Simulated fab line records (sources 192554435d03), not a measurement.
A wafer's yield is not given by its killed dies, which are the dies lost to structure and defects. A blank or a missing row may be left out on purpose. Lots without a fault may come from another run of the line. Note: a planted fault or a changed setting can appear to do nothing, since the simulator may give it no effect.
Matching of chambers || flow n5_finfet || N5_BEOL_M14_ETCH_67 on rie_diel-01: 4 sister chambers
The step etches SiARC in CF4, target depth 143 nm, time 238.3 s. 4 wafers are shown with their chamber, then 10 later ones without.

== EACH WAFER AND ITS CHAMBER ==
{"wafer": "L077.4", "chamber": 1, "showerhead_plenum_p_Torr (Torr)": 2.16}
{"wafer": "L089.6", "chamber": 3, "showerhead_plenum_p_Torr (Torr)": 2.19}
{"wafer": "L091.1", "chamber": 0, "showerhead_plenum_p_Torr (Torr)": 2.15}
{"wafer": "L091.3", "chamber": 2, "showerhead_plenum_p_Torr (Torr)": 2.15}

== WAFERS WITH NO CHAMBER GIVEN ==
{"wafer": "L091.6", "showerhead_plenum_p_Torr (Torr)": 2.15}
{"wafer": "L090.1", "showerhead_plenum_p_Torr (Torr)": 2.15}
{"wafer": "L090.2", "showerhead_plenum_p_Torr (Torr)": 2.19}
{"wafer": "L090.3", "showerhead_plenum_p_Torr (Torr)": 2.15}
{"wafer": "L094.2", "showerhead_plenum_p_Torr (Torr)": 2.14}
{"wafer": "L094.3", "showerhead_plenum_p_Torr (Torr)": 2.14}
{"wafer": "L094.6", "showerhead_plenum_p_Torr (Torr)": 2.14}
{"wafer": "L097.2", "showerhead_plenum_p_Torr (Torr)": 2.14}
{"wafer": "L097.3", "showerhead_plenum_p_Torr (Torr)": 2.14}
{"wafer": "L097.5", "showerhead_plenum_p_Torr (Torr)": 2.14}

== EACH ONE'S CHAMBER ==
{"wafer": "L091.6", "from the rows above": "can't be placed: 0 or 2 or 1", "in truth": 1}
{"wafer": "L090.1", "from the rows above": "can't be placed: 0 or 2 or 1", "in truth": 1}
{"wafer": "L090.2", "from the rows above": 3, "in truth": 3}
{"wafer": "L090.3", "from the rows above": "can't be placed: 0 or 2 or 1", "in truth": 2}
{"wafer": "L094.2", "from the rows above": "can't be placed: 0 or 2 or 1", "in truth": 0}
{"wafer": "L094.3", "from the rows above": "can't be placed: 0 or 2 or 1", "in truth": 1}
{"wafer": "L094.6", "from the rows above": "can't be placed: 0 or 2 or 1", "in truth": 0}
{"wafer": "L097.2", "from the rows above": "can't be placed: 0 or 2 or 1", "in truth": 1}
{"wafer": "L097.3", "from the rows above": "can't be placed: 0 or 2 or 1", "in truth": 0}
{"wafer": "L097.5", "from the rows above": "can't be placed: 0 or 2 or 1", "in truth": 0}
1 of 10 placed correctly. These rows do not allow placing 9 (true chamber among the candidates in 9). Wrongly placed: 0.
How it was worked out, from the rows above alone: a wafer's distance from a chamber is the root of the sum, over the readings, of the square of ((its reading less the chamber's mean) divided by the reading's scatter). The wafer belongs to the nearest chamber; if the next one is less than 2 further off, it can't be placed. For every chamber, the mean is computed from those of its wafers that are shown. The scatter: with one shown wafer a chamber, the root of the mean of the squares of how far each hidden wafer lies from its nearest shown one.
